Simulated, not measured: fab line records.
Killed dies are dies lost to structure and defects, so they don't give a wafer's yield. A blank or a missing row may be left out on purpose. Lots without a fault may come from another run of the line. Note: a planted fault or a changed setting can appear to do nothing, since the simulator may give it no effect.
One fault seen from 3 desks	flow nand harc	every desk sees just its own numbers, and what lay behind them comes last

THE DEFECT DESK
What the inspections along the route counted, lot by lot: means of the sampled wafers that have a number. The brackets show how far a lot's mean lies from the usual mean; more than 4 standard deviations puts the lot out of limits, marked OUT.
Columns: A = raw defect count at NHARC_P_GATE_INSPECT_28, usual 6
lot	first seen here	A
L696	day 5 04:15	6
L699	day 6 02:05	13
L706	day 8 04:12	7
L708	day 8 06:49	4
L709	day 8 20:29	6
L713	day 10 02:36	4
L714	day 10 02:46	5
This desk's verdict: no lot among the 7 shows anything out of limits.

AT THE TOOL OWNER'S DESK: litho track-04
The tool's own readings at NHARC_P_GATE_DEVELOP_25 (develop time 35 s): means of the sampled wafers that have a number, for each lot that ran on this tool. The brackets show how far a lot's mean lies from the usual mean; more than 4 standard deviations puts the lot out of limits, marked OUT.
Columns: A = exhaust pa at NHARC_P_GATE_DEVELOP_25, usual 44.9 Pa
lot	first seen here	A
L699	day 6 01:00	45.9
L706	day 8 04:00	44.8
L708	day 8 06:00	44.7
L709	day 8 20:00	46.5
This desk's verdict: no lot among the 4 shows anything out of limits.

THE METROLOGY DESK
Means of the sampled wafers that have a number, per lot and without regard to the tool the lot ran on: this is what the gauges read. The brackets show how far a lot's mean lies from the usual mean; more than 4 standard deviations puts the lot out of limits, marked OUT.
Columns: A = cd nm at NHARC_P_GATE_CD_MEAS_26, usual 120.1 nm; B = overlay x nm at NHARC_P_GATE_OVL_MEAS_27, usual 0.0 nm; C = overlay y nm at NHARC_P_GATE_OVL_MEAS_27, usual 0.0 nm
lot	first seen here	A	B	C
L696	day 5 04:08	120.2	-0.1	0.8
L699	day 6 01:57	120.3	0.7	-1.5
L706	day 8 04:05	119.2	-0.8	-0.3
L708	day 8 06:41	119.6	-0.9	-0.3
L709	day 8 20:22	119.6	0.7	0.1
L713	day 10 02:28	120.1	-0.6	0.2
L714	day 10 02:39	119.9	-0.9	1.6
This desk's verdict: no lot among the 7 shows anything out of limits.

TAKEN TOGETHER
Nothing the defect desk looked at was out of limits.
Nothing out of limits was seen by the tool owner's desk.
The metrology desk saw nothing out of limits.

WHAT THE SIMULATOR HAD INSERTED
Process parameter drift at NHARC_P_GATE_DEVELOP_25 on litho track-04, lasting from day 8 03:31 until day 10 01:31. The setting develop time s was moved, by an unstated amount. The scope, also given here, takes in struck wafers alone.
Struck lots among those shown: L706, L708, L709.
